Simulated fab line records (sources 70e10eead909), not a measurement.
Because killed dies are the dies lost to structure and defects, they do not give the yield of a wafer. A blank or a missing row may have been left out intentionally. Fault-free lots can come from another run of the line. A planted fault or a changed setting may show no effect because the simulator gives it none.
fab line records -- flow nand-harc
[record] lots = 7, wafers = 19, last-day = 34
route steps=1302 shown A_DECK1_JOINT@535 A_ONON_D2@545
lots untouched by any fault: they come from a run of this same line in which no faults occurred
start-h: hours from the record's opening day to when the first of the lot's shown wafers began -- wait-h: how many hours have passed since the lot's step before this one -- " as in the row above -- L1.1+2: one row covering several wafers at once -- - no value, or no start was given -- * or withheld: withheld -- < > ~ a bound
route shown NAME@n: a module of which the file shows steps, and the number in the route of the first -- usual: mean and standard deviation over wafers with no fault -- same: alike in all rows -- chamber/n: place in a boat -- sites: each site's reading -- _std_site: standard deviation across them -- _edge_site: outer sites' mean less inner sites' -- radius-mm: how far each site lies from the wafer's centre -- mask NAME#n: copy n -- behind: the most recent tool/chamber to have shaped the wafer -- hold: cause of the lot's hold/its duration in hours/its outcome -- device: which transistor (n, p or np) failed to switch -- end of line: tests of these same wafers at the route's end -- for a step that has no rows: nothing shown but its recipe -- killed: dies lost to structure and defects at the first sort, not the wafer's yield -- map: the dies of a wafer, with x for killed, . for not killed, _ for no die there
set.NAME: the setting the step ran with; set.NAME@STEP: the setting that earlier step ran with -- model.NAME: the simulator's own value behind a step, which no gauge read
lots seen at some steps along the route; tables by step, rows by wafer
services: the hour from which a tool's chamber was out of use, counted from the record's first day as start-h (under 0 if before that day), plus the number of hours and why
[[steps]]
[step NHARC_A_DECK1_JOINT_CURE_26]
[recipe] temp-c = 150, time-s = 32, pressure-atm = 0.395
[step NHARC_A_DECK1_JOINT_ANNEAL_27]
[recipe] temp-c = 400, time-s = 3600, idle-temp-c = 300, ramp-up-c-per-min = 10, densification-p-h2o-torr = 640
[step NHARC_A_DECK1_JOINT_ANNEAL_28]
[recipe] temp-c = 500, time-s = 1800, idle-temp-c = 400, ramp-up-c-per-min = 10, densification-p-h2o-torr = 640
[step NHARC_A_DECK1_JOINT_ANNEAL_29]
[recipe] temp-c = 750, time-s = 1800, idle-temp-c = 500, ramp-up-c-per-min = 10, ramp-down-c-per-min = 3
[step NHARC_A_DECK1_JOINT_CMP_02]
[recipe] material = SiOx
[usual] motor-current-A = 11.5/1.1, slurry-flow-ml-min = 150.0/0.49
lot.wafer,tool,chamber,start-h,wait-h,motor-current-A,slurry-flow-ml-min
L999.2,cmp-04,3,303.71,0.6,12.4,149.8
L999.5,cmp-04,1,303.71,0.6,11.2,150.3
L999.6,cmp-04,2,303.71,0.6,12.5,149.6
L102.1,cmp-02,0,325.47,0.4,13.8,149.9
L102.3,cmp-02,1,325.47,0.4,11.4,150.2
L102.2,cmp-02,3,325.47,0.4,11.1,149.6
L106.4,cmp-02,2,384.30,0.4,10.7,149.1
L106.1,cmp-02,0,384.30,0.4,13.2,150.4
L106.5,cmp-02,2,384.30,0.4,10.4,149.0
L107.1,cmp-02,3,387.90,0.4,11.0,149.7
L107.4,cmp-02,1,387.90,0.4,11.1,150.0
L109.3,cmp-02,2,395.14,0.4,10.1,149.6
L109.4,cmp-02,0,395.14,0.4,13.9,149.8
L116.2,cmp-02,1,466.82,0.4,11.2,149.8
L116.1,cmp-02,2,466.82,0.4,10.0,150.6
L116.6,cmp-02,1,466.82,0.4,11.3,150.0
L119.4,cmp-04,0,507.57,0.4,11.8,150.2
L119.1,cmp-04,2,507.57,0.4,12.8,150.1
L119.5,cmp-04,1,507.57,0.4,10.7,149.9
[step NHARC_A_DECK1_JOINT_SRD_15]
[step NHARC_A_DECK1_JOINT_DEP_16]
[recipe] target-thk-a = 450, temp-c = 400, pressure-torr = 6.5, rf-w = 900, teos-flow-sccm = 161.4, flow-sccm = 2650, target-thk-nm = 45, gas = O2, material = SiO2
[usual] heater-power-w = 529/89, throttle-valve-pct = 15.7/0.61
lot.wafer,tool,chamber,start-h,wait-h,heater-power-w,throttle-valve-pct
L999.2,pecvd-04,0,304.59,0.6,603,14.6
L999.5,pecvd-04,0,304.59,0.6,598,14.6
L999.6,pecvd-04,2,304.59,0.6,567,15.4
L102.2,pecvd-03,1,325.86,0.1,680,16.0
L102.1,pecvd-03,2,325.86,0.1,430,15.4
L102.3,pecvd-03,0,325.86,0.1,378,16.5
L106.1,pecvd-03,0,384.69,0.1,389,15.9
L106.4,pecvd-03,2,384.69,0.1,539,15.3
L106.5,pecvd-03,1,384.69,0.1,684,15.4
L107.1,pecvd-04,1,388.27,0.1,496,16.6
L107.4,pecvd-04,1,388.27,0.1,516,16.6
L109.3,pecvd-04,2,395.58,0.1,563,15.9
L109.4,pecvd-04,1,395.58,0.1,514,16.6
L116.1,pecvd-03,1,467.22,0.1,619,15.7
L116.2,pecvd-03,2,467.22,0.1,500,15.6
L116.6,pecvd-03,0,467.22,0.1,457,16.1
L119.1,pecvd-03,1,507.99,0.1,766,15.9
L119.4,pecvd-03,1,507.99,0.1,762,15.7
L119.5,pecvd-03,0,507.99,0.1,368,16.1
[step NHARC_A_DECK1_JOINT_THK_MEAS_17]
[recipe] thk-meas-gauge = ellipsometry
[usual] thk-nm = 45.1/1.2
lot.wafer,tool,chamber,start-h,wait-h,thk-nm
L999.2,film-metro-01,-,304.87,0.3,45.3
L999.5,film-metro-01,-,304.87,0.3,44.8
L999.6,film-metro-01,-,304.87,0.3,46.7
L102.1,film-metro-01,-,326.14,0.2,46.0
L102.2,film-metro-01,-,326.14,0.2,43.2
L102.3,film-metro-01,-,326.14,0.2,44.1
L106.1,film-metro-01,-,384.94,0.2,45.9
L106.4,film-metro-01,-,384.94,0.2,44.8
L106.5,film-metro-01,-,384.94,0.2,45.7
L107.1,film-metro-02,-,388.55,0.3,47.3
L107.4,film-metro-02,-,388.55,0.3,45.0
L109.3,film-metro-01,-,395.81,0.2,42.6
L109.4,film-metro-01,-,395.81,0.2,46.3
L116.1,film-metro-01,-,467.47,0.2,44.1
L116.2,film-metro-01,-,467.47,0.2,44.7
L116.6,film-metro-01,-,467.47,0.2,45.6
L119.1,film-metro-01,-,508.36,0.3,46.6
L119.4,film-metro-01,-,508.36,0.3,45.4
L119.5,film-metro-01,-,508.36,0.3,45.6
[step NHARC_A_DECK1_JOINT_INSPECT_05]
[usual] raw-defect-count = 307/110
lot.wafer,tool,chamber,start-h,wait-h,raw-defect-count
L999.2,defect-inspect-01,-,304.91,0.0,218
L999.5,defect-inspect-01,-,304.91,0.0,239
L999.6,defect-inspect-01,-,304.91,0.0,255
L102.1,defect-inspect-01,-,326.17,0.0,383
L102.2,defect-inspect-01,-,326.17,0.0,425
L102.3,defect-inspect-01,-,326.17,0.0,563
L106.1,defect-inspect-02,-,384.98,0.0,176
L106.4,defect-inspect-02,-,384.98,0.0,204
L106.5,defect-inspect-02,-,384.98,0.0,189
L107.1,defect-inspect-02,-,388.58,0.0,184
L107.4,defect-inspect-02,-,388.58,0.0,185
L109.3,defect-inspect-01,-,395.84,0.0,330
L109.4,defect-inspect-01,-,395.84,0.0,460
L116.1,defect-inspect-01,-,467.50,0.0,283
L116.2,defect-inspect-01,-,467.50,0.0,254
L116.6,defect-inspect-01,-,467.50,0.0,244
L119.1,defect-inspect-01,-,508.39,0.0,288
L119.4,defect-inspect-01,-,508.39,0.0,119
L119.5,defect-inspect-01,-,508.39,0.0,163
[step NHARC_A_ONON_D2_DEP_00]
[recipe] target-thk-a = 10000, n2-flow-sccm = 2750, n2o-flow-sccm = 2000, nh3-flow-sccm = 500, sih4-flow-sccm = 210, temp-c = 400
[step NHARC_A_ONON_D2_THK_MEAS_02]
[recipe] thk-meas-gauge = ellipsometry
[usual] thk-nm = 1000/12
lot.wafer,tool,chamber,start-h,wait-h,thk-nm
L999.2,film-metro-01,-,305.49,-,982
L999.5,film-metro-01,-,305.49,-,983
L999.6,film-metro-01,-,305.49,-,981
L102.1,film-metro-02,-,326.75,-,1003
L102.2,film-metro-02,-,326.75,-,1002
L102.3,film-metro-02,-,326.75,-,1000
L106.1,film-metro-01,-,385.55,-,985
L106.4,film-metro-01,-,385.55,-,985
L106.5,film-metro-01,-,385.55,-,985
L107.1,film-metro-02,-,389.18,-,999
L107.4,film-metro-02,-,389.18,-,1002
L109.3,film-metro-01,-,396.43,-,989
L109.4,film-metro-01,-,396.43,-,987
L116.1,film-metro-02,-,468.11,-,994
L116.2,film-metro-02,-,468.11,-,995
L116.6,film-metro-02,-,468.11,-,995
L119.1,film-metro-02,-,508.97,-,1005
L119.4,film-metro-02,-,508.97,-,1007
L119.5,film-metro-02,-,508.97,-,1008
[step NHARC_A_ONON_D2_DEP_03]
[recipe] target-thk-a = 10000, n2-flow-sccm = 2750, n2o-flow-sccm = 2000, nh3-flow-sccm = 500, sih4-flow-sccm = 210, temp-c = 400
[usual] n2-flow-sccm = 2752/8
lot.wafer,tool,chamber,start-h,wait-h,n2-flow-sccm
L999.2,pecvd-onon-02,0,305.66,0.2,2747
L999.5,pecvd-onon-02,0,305.66,0.2,2752
L999.6,pecvd-onon-02,0,305.66,0.2,2747
L102.1,pecvd-onon-04,0,326.81,0.1,2759
L102.2,pecvd-onon-04,0,326.81,0.1,2761
L102.3,pecvd-onon-04,0,326.81,0.1,2756
L106.1,pecvd-onon-04,0,385.61,0.1,2755
L106.4,pecvd-onon-04,0,385.61,0.1,2762
L106.5,pecvd-onon-04,0,385.61,0.1,2763
L107.1,pecvd-onon-04,0,389.24,0.1,2747
L107.4,pecvd-onon-04,0,389.24,0.1,2751
L109.3,pecvd-onon-04,0,396.60,0.2,2742
L109.4,pecvd-onon-04,0,396.60,0.2,2770
L116.1,pecvd-onon-02,0,468.17,0.1,2753
L116.2,pecvd-onon-02,0,468.17,0.1,2748
L116.6,pecvd-onon-02,0,468.17,0.1,2742
L119.1,pecvd-onon-04,0,509.02,0.1,2746
L119.4,pecvd-onon-04,0,509.02,0.1,2745
L119.5,pecvd-onon-04,0,509.02,0.1,2748
[step NHARC_A_ONON_D2_THK_MEAS_05]
[recipe] thk-meas-gauge = ellipsometry
[usual] thk-nm = 998/10
lot.wafer,tool,chamber,start-h,wait-h,thk-nm
L999.2,film-metro-01,-,306.12,-,1000
L999.5,film-metro-01,-,306.12,-,1002
L999.6,film-metro-01,-,306.12,-,1000
L102.1,film-metro-01,-,327.31,-,1005
L102.2,film-metro-01,-,327.31,-,1005
L102.3,film-metro-01,-,327.31,-,1006
L106.1,film-metro-01,-,386.11,-,635
L106.4,film-metro-01,-,386.11,-,996
L106.5,film-metro-01,-,386.11,-,996
L107.1,film-metro-01,-,389.76,-,641
L107.4,film-metro-01,-,389.76,-,1001
L109.3,film-metro-01,-,396.99,-,631
L109.4,film-metro-01,-,396.99,-,992
L116.1,film-metro-01,-,468.68,-,1008
L116.2,film-metro-01,-,468.68,-,1008
L116.6,film-metro-01,-,468.68,-,1008
L119.1,film-metro-02,-,509.54,-,1013
L119.4,film-metro-02,-,509.54,-,1012
L119.5,film-metro-02,-,509.54,-,1017
[step NHARC_A_ONON_D2_DEP_06]
[recipe] target-thk-a = 10000, n2-flow-sccm = 2750, n2o-flow-sccm = 2000, nh3-flow-sccm = 500, sih4-flow-sccm = 210, temp-c = 400
[[services]]
tool,chamber,start-h,hours,kind
cmp-04,-,287.69,0.7,repair
cmp-04,-,307.00,4.0,pm
pecvd-onon-04,-,311.00,13.0,pm
pecvd-03,2,326.93,5.9,repair
cmp-02,-,330.50,4.0,pm
pecvd-03,-,330.68,2.4,repair
cmp-02,-,334.50,-,consumable-replace:conditioner
cmp-04,-,349.36,0.8,repair
cmp-02,-,354.96,1.8,repair
pecvd-onon-02,-,366.08,13.0,pm
pecvd-03,-,366.31,13.0,pm
cmp-02,-,380.47,0.8,repair
cmp-04,-,395.35,1.7,repair
cmp-04,-,405.00,4.0,pm
cmp-04,-,411.11,0.6,repair
cmp-02,-,428.50,4.0,pm
pecvd-04,-,450.06,13.0,pm
cmp-02,-,469.27,0.3,repair
cmp-02,-,478.68,1.0,repair
cmp-02,-,481.63,2.4,repair
cmp-04,-,491.80,2.1,repair
pecvd-onon-04,-,492.00,13.0,pm
pecvd-03,2,495.96,17.4,repair
cmp-04,-,503.00,4.0,pm
[[key]]
[first-sign] step = NHARC_A_ONON_D2_THK_MEAS_05, reading = thk-nm, direction = down, sigmas = 36, usual = 998, struck = 636
effect none on later readings
met-at NHARC_A_ONON_D2_DEP_03
struck-wafers L106.1,L107.1,L109.3
later-rows-left-out L106.1,L107.1,L109.3
sort-left-out L106.1,L107.1,L109.3
tester-left-out L106,L107,L109
onset-between 326.81 385.61
[fault] kind = process-parameter-drift, tool = pecvd-onon-04, chamber = -, onset-h = 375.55, steps = NHARC_A_ONON_D2_DEP_03, channel = target-thk-a, offset = *, shape = step, end-h = 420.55, scope = struck-wafers-only, acts-in = *, stated = *
// tester-left-out: of these lots the tester's yield and bins aren't shown, on N5 and GAA mostly nor the transistor test; their killed dies are dies lost to structure and defects alone, not to doping, threshold or leakage, so they don't give the yield
// sort-left-out: the simulated sort isn't trusted on such a fault, so these wafers' sort isn't shown, and their yield isn't known
// later-rows-left-out: the simulator's readings of these wafers behind a module that went badly wrong aren't trusted and aren't shown, but for the sort
